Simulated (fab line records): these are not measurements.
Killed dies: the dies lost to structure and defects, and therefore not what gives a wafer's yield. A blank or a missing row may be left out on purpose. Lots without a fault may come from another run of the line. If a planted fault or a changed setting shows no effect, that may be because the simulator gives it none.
Which of the tools did it? + flow n5-finfet + 8 lots with 22 wafers sampled at 5 steps, on a route of 1938 steps

== WHAT THE GAUGES SHOWED, per wafer ==
N5_BEOL_M4_RC_MEAS_101. Usual: DIBL_N 36.0 mV/V, standard deviation 1.7; DIBL_P 36.0 mV/V, standard deviation 2; IOFF_N 0.156 nA/um, standard deviation 0.028; IOFF_P 0.21 nA/um, standard deviation 0.04; ION_N 673 uA/um, standard deviation 12; ION_P 463 uA/um, standard deviation 8.3; SS_N 71.4 mV/dec, standard deviation 0.6; SS_P 73.3 mV/dec, standard deviation 0.66; VT_N 250 mV, standard deviation 3; VT_P -250 mV, standard deviation 3.8.
| lot  | measured     | on        | DIBL_N (mV/V)  | DIBL_P (mV/V)  | IOFF_N (nA/um)    | IOFF_P (nA/um) | ION_N (uA/um) | ION_P (uA/um) | SS_N (mV/dec)  | SS_P (mV/dec)  | VT_N (mV)   | VT_P (mV)      | flag |
|------|--------------|-----------|----------------|----------------|-------------------|----------------|---------------|---------------|----------------|----------------|-------------|----------------|------|
| L419 | day 7 21:32  | prober-01 | 35.2 33.2 33.7 | 35.4 33.1 34.3 | 0.146 0.118 0.132 | 0.20 0.16 0.19 | 668 661 667   | 470 461 458   | 71.2 70.4 71.0 | 73.2 73.0 72.7 | 252 254 252 | -250 -253 -250 |      |
| L420 | day 8 05:31  | prober-01 | 33.3 35.7 35.2 | 32.2 35.4 34.4 | 0.102 0.135 0.136 | 0.17 0.20 0.20 | 653 654 666   | 460 456 459   | 70.6 72.1 71.4 | 72.2 73.7 72.7 | 256 254 254 | -253 -251 -249 |      |
| L428 | day 10 00:16 | prober-02 | 37.0 36.4 36.6 | 36.3 35.2 36.0 | 0.172 0.160 0.163 | 0.20 0.18 0.19 | 684 684 682   | 466 468 461   | 72.0 71.0 71.5 | 73.8 73.5 73.7 | 248 248 251 | -253 -253 -253 |      |
| L431 | day 10 22:46 | prober-02 | 35.4 33.6 35.8 | 35.3 34.6 36.7 | 0.164 0.139 0.188 | 0.23 0.23 0.27 | 678 672 695   | 467 474 480   | 71.0 70.8 71.8 | 72.4 72.7 73.8 | 247 248 246 | -245 -247 -245 |      |
| L432 | day 11 03:14 | prober-01 | 36.4 34.0 35.7 | 37.6 35.2 37.5 | 0.171 0.133 0.155 | 0.28 0.25 0.28 | 694 680 688   | 480 485 480   | 71.3 70.9 71.4 | 73.8 73.3 74.7 | 248 249 248 | -240 -243 -244 |      |
| L439 | day 13 13:15 | prober-01 | 37.2 38.8      | 36.4 38.3      | 0.179 0.202       | 0.20 0.25      | 673 686       | 455 466       | 71.9 72.1      | 73.5 74.6      | 249 246     | -254 -250      |      |
| L440 | day 13 09:05 | prober-02 | 34.4 35.9      | 34.6 36.5      | 0.143 0.173       | 0.21 0.23      | 675 667       | 472 461       | 70.9 71.0      | 73.2 73.6      | 249 246     | -245 -245      |      |
| L441 | day 13 10:40 | prober-01 | 35.1 36.1 35.9 | 35.2 36.0 36.8 | 0.132 0.156 0.150 | 0.16 0.18 0.19 | 676 674 680   | 463 461 462   | 70.9 71.5 71.0 | 72.4 73.2 72.9 | 251 250 251 | -254 -256 -253 |      |

== TOOL THAT RAN EACH LOT (tool first, then ch and the chambers of the sampled wafers, then the start) ==
| lot  | N5_MOL_CONTACT_COAG_ETCHBACK_132   | N5_MOL_CONTACT_COAG_ETCHBACK_135   | N5_MOL_CONTACT_COAG_STRIP_96       | N5_MOL_CONTACT_COAG_ETCH_124       |
|------|------------------------------------|------------------------------------|------------------------------------|------------------------------------|
| L419 | rie-diel-01 ch 0,1,3, day 5 05:47  | rie-diel-01 ch 0,1,3, day 5 05:55  | rie-diel-01 ch 0,1,3, day 5 06:01  | rie-diel-01 ch 0,2, day 5 07:23    |
| L420 | rie-diel-03 ch 1,3, day 5 11:10    | rie-diel-03 ch 1,3, day 5 11:18    | rie-diel-03 ch 1,3, day 5 11:24    | rie-diel-01 ch 0,3, day 5 12:40    |
| L428 | rie-diel-03 ch 0,1, day 7 10:02    | rie-diel-03 ch 0,1, day 7 10:09    | rie-diel-03 ch 0,1, day 7 10:15    | rie-diel-03 ch 0,2, day 7 11:31    |
| L431 | rie-diel-01 ch 1,2,3, day 8 08:49  | rie-diel-01 ch 1,2,3, day 8 08:56  | rie-diel-01 ch 1,2,3, day 8 09:02  | rie-diel-03 ch 0,3, day 8 10:32    |
| L432 | rie-diel-03 ch 0,1, day 8 11:47    | rie-diel-03 ch 0,1, day 8 11:55    | rie-diel-03 ch 0,1, day 8 12:00    | rie-diel-03 ch 0,1,3, day 8 13:37  |
| L439 | rie-diel-03 ch 0,2, day 10 04:06   | rie-diel-03 ch 0,2, day 10 04:14   | rie-diel-03 ch 0,2, day 10 04:20   | rie-diel-01 ch 0,3, day 10 05:41   |
| L440 | rie-diel-06 ch 0,3, day 10 08:08   | rie-diel-06 ch 0,3, day 10 08:16   | rie-diel-06 ch 0,3, day 10 08:22   | rie-diel-01 ch 1,3, day 10 09:44   |
| L441 | rie-diel-01 ch 0,1,3, day 10 14:28 | rie-diel-01 ch 0,1,3, day 10 14:35 | rie-diel-01 ch 0,1,3, day 10 14:41 | rie-diel-06 ch 0,2,3, day 10 16:07 |
- N5_MOL_CONTACT_COAG_ETCHBACK_132: etches SiO2 in CHF3, target depth 10 nm, time 6.7 s.
- N5_MOL_CONTACT_COAG_ETCHBACK_135: etches SiO2 in CHF3, target depth 25 nm, time 16.7 s.
- N5_MOL_CONTACT_COAG_STRIP_96: strips in N2/H2.
- N5_MOL_CONTACT_COAG_ETCH_124: etches SiNx in CH3F/O2, stops on SiOC, target depth 6.5 nm.

== AS READ BY THE TOOLS THEMSELVES (means over the sampled wafers that have a number; for cases with no such wafer, the mark the record gives instead) ==
N5_MOL_CONTACT_COAG_ETCHBACK_132. Usual: CHF3_flow_sccm 50.01 sccm, standard deviation 0.15; drypump-motor-current-A 5.8 A, standard deviation 0.45; oes_f_703_au 0.82 a.u., standard deviation 0.09; oes-product-au 0.81 a.u., standard deviation 0.094; rf-vpp-V 520 V, standard deviation 8.1; showerhead-plenum-p-Torr 2.41 Torr, standard deviation 0.059; throttle-valve-pct 18.76 %, standard deviation 0.24.
| lot  | tool        | CHF3_flow_sccm (sccm) | drypump-motor-current-A (A) | oes_f_703_au (a.u.) | oes-product-au (a.u.) | rf-vpp-V (V) | showerhead-plenum-p-Torr (Torr) | throttle-valve-pct (%) | flag |
|------|-------------|-----------------------|-----------------------------|---------------------|-----------------------|--------------|---------------------------------|------------------------|------|
| L419 | rie-diel-01 | 50.09                 | 6.2                         | 0.79                | 0.78                  | 521          | 2.41                            | 18.70                  |      |
| L420 | rie-diel-03 | 49.92                 | 5.8                         | 0.82                | 0.79                  | 512          | 2.35                            | 18.66                  |      |
| L428 | rie-diel-03 | 50.06                 | 5.9                         | 0.92                | 0.93                  | 526          | 2.40                            | 18.76                  |      |
| L431 | rie-diel-01 | 49.83                 | 5.8                         | 0.77                | 0.76                  | 517          | 2.37                            | 18.73                  |      |
| L432 | rie-diel-03 | 50.13                 | 6.0                         | 0.89                | 0.88                  | 520          | 2.37                            | 18.78                  |      |
| L439 | rie-diel-03 | 49.94                 | 5.6                         | 0.87                | 0.88                  | 524          | 2.42                            | 18.77                  |      |
| L440 | rie-diel-06 | 49.88                 | 5.4                         | 0.77                | 0.75                  | 525          | 2.42                            | 18.95                  |      |
| L441 | rie-diel-01 | 49.96                 | 6.2                         | 0.82                | 0.81                  | 519          | 2.39                            | 18.61                  |      |

N5_MOL_CONTACT_COAG_ETCHBACK_135. Usual: CHF3_flow_sccm 50.02 sccm, standard deviation 0.15; drypump-motor-current-A 5.8 A, standard deviation 0.45; oes_f_703_au 0.82 a.u., standard deviation 0.09; oes-product-au 0.81 a.u., standard deviation 0.094; rf-vpp-V 521 V, standard deviation 8.1; showerhead-plenum-p-Torr 2.41 Torr, standard deviation 0.059; throttle-valve-pct 18.76 %, standard deviation 0.24.
| lot  | tool        | CHF3_flow_sccm (sccm) | drypump-motor-current-A (A) | oes_f_703_au (a.u.) | oes-product-au (a.u.) | rf-vpp-V (V) | showerhead-plenum-p-Torr (Torr) | throttle-valve-pct (%) | flag |
|------|-------------|-----------------------|-----------------------------|---------------------|-----------------------|--------------|---------------------------------|------------------------|------|
| L419 | rie-diel-01 | 50.11                 | 6.2                         | 0.79                | 0.78                  | 520          | 2.41                            | 18.69                  |      |
| L420 | rie-diel-03 | 49.93                 | 5.8                         | 0.82                | 0.79                  | 513          | 2.34                            | 18.66                  |      |
| L428 | rie-diel-03 | 50.10                 | 5.9                         | 0.92                | 0.94                  | 525          | 2.40                            | 18.75                  |      |
| L431 | rie-diel-01 | 50.02                 | 5.7                         | 0.77                | 0.75                  | 518          | 2.37                            | 18.74                  |      |
| L432 | rie-diel-03 | 50.04                 | 6.0                         | 0.89                | 0.88                  | 521          | 2.37                            | 18.78                  |      |
| L439 | rie-diel-03 | 49.97                 | 5.6                         | 0.87                | 0.88                  | 525          | 2.42                            | 18.77                  |      |
| L440 | rie-diel-06 | 49.95                 | 5.5                         | 0.77                | 0.76                  | 524          | 2.42                            | 18.95                  |      |
| L441 | rie-diel-01 | 49.88                 | 6.2                         | 0.82                | 0.82                  | 520          | 2.39                            | 18.61                  |      |

N5_MOL_CONTACT_COAG_STRIP_96. Usual: drypump-motor-current-A 5.8 A, standard deviation 0.45; n2-flow-sccm 300.1 sccm, standard deviation 0.9; oes-product-au 0.81 a.u., standard deviation 0.094; rf-vpp-V 121.9 V, standard deviation 1.1; showerhead-plenum-p-Torr 3.39 Torr, standard deviation 0.081; throttle-valve-pct 19.1 %, standard deviation 0.43.
| lot  | tool        | drypump-motor-current-A (A) | n2-flow-sccm (sccm) | oes-product-au (a.u.) | rf-vpp-V (V) | showerhead-plenum-p-Torr (Torr) | throttle-valve-pct (%) | flag |
|------|-------------|-----------------------------|---------------------|-----------------------|--------------|---------------------------------|------------------------|------|
| L419 | rie-diel-01 | 6.2                         | 300.6               | 0.77                  | 121.9        | 3.40                            | 18.8                   |      |
| L420 | rie-diel-03 | 5.8                         | 299.4               | 0.78                  | 121.1        | 3.31                            | 19.1                   |      |
| L428 | rie-diel-03 | 5.9                         | 299.4               | 0.94                  | 121.6        | 3.37                            | 19.1                   |      |
| L431 | rie-diel-01 | 5.8                         | 301.2               | 0.75                  | 120.7        | 3.34                            | 19.0                   |      |
| L432 | rie-diel-03 | 6.0                         | 300.2               | 0.88                  | 121.8        | 3.33                            | 19.0                   |      |
| L439 | rie-diel-03 | 5.7                         | 299.9               | 0.88                  | 122.5        | 3.42                            | 19.0                   |      |
| L440 | rie-diel-06 | 5.5                         | 299.4               | 0.74                  | 123.5        | 3.42                            | 19.5                   |      |
| L441 | rie-diel-01 | 6.2                         | 299.2               | 0.83                  | 122.0        | 3.38                            | 18.8                   |      |

N5_MOL_CONTACT_COAG_ETCH_124. Usual: CH3F_flow_sccm 30.00 sccm, standard deviation 0.095; drypump-motor-current-A 5.8 A, standard deviation 0.44; oes_f_703_au 0.86 a.u., standard deviation 0.093; oes-product-au 0.72 a.u., standard deviation 0.081; rf-vpp-V 295 V, standard deviation 4; showerhead-plenum-p-Torr 2.01 Torr, standard deviation 0.045; throttle-valve-pct 16.27 %, standard deviation 0.22.
| lot  | tool        | CH3F_flow_sccm (sccm) | drypump-motor-current-A (A) | oes_f_703_au (a.u.) | oes-product-au (a.u.) | rf-vpp-V (V) | showerhead-plenum-p-Torr (Torr) | throttle-valve-pct (%) | flag |
|------|-------------|-----------------------|-----------------------------|---------------------|-----------------------|--------------|---------------------------------|------------------------|------|
| L419 | rie-diel-01 | 29.94                 | 6.2                         | 0.74                | 0.61                  | 291          | 2.03                            | 16.56                  |      |
| L420 | rie-diel-01 | 30.08                 | 5.9                         | 0.73                | 0.61                  | 294          | 2.01                            | 16.50                  |      |
| L428 | rie-diel-03 | 29.99                 | 5.5                         | 0.92                | 0.79                  | 296          | 2.04                            | 16.27                  |      |
| L431 | rie-diel-03 | 29.86                 | 5.8                         | 0.97                | 0.81                  | 293          | 1.98                            | 15.99                  |      |
| L432 | rie-diel-03 | 29.93                 | 5.9                         | 0.93                | 0.78                  | 294          | 1.99                            | 16.15                  |      |
| L439 | rie-diel-01 | 30.05                 | 6.1                         | 0.82                | 0.63                  | 294          | 2.01                            | 16.32                  |      |
| L440 | rie-diel-01 | 29.91                 | 6.0                         | 0.77                | 0.59                  | 296          | 2.00                            | 16.27                  |      |
| L441 | rie-diel-06 | 29.94                 | 5.4                         | 0.84                | 0.71                  | 298          | 2.04                            | 16.42                  |      |

== THE ANSWER, worked out from the rows above alone ==
Rule: lot off if the mean of its wafers having a number is beyond 3 standard deviations from the usual mean. A lot without any number at a reading at which 4 lots or more have one is off too. The other lots that the step has rows for count as sound. Order of review: gauges by route order, followed by the tools' own readings, for which a lot's mean as printed above is used. At the first step where some lot is off, the reading lying furthest off is the one used; lots without a number count as furthest.
Nothing can be told from this: no lot is off at any reading shown.

== WHAT THE SIMULATOR HAD INSERTED ==
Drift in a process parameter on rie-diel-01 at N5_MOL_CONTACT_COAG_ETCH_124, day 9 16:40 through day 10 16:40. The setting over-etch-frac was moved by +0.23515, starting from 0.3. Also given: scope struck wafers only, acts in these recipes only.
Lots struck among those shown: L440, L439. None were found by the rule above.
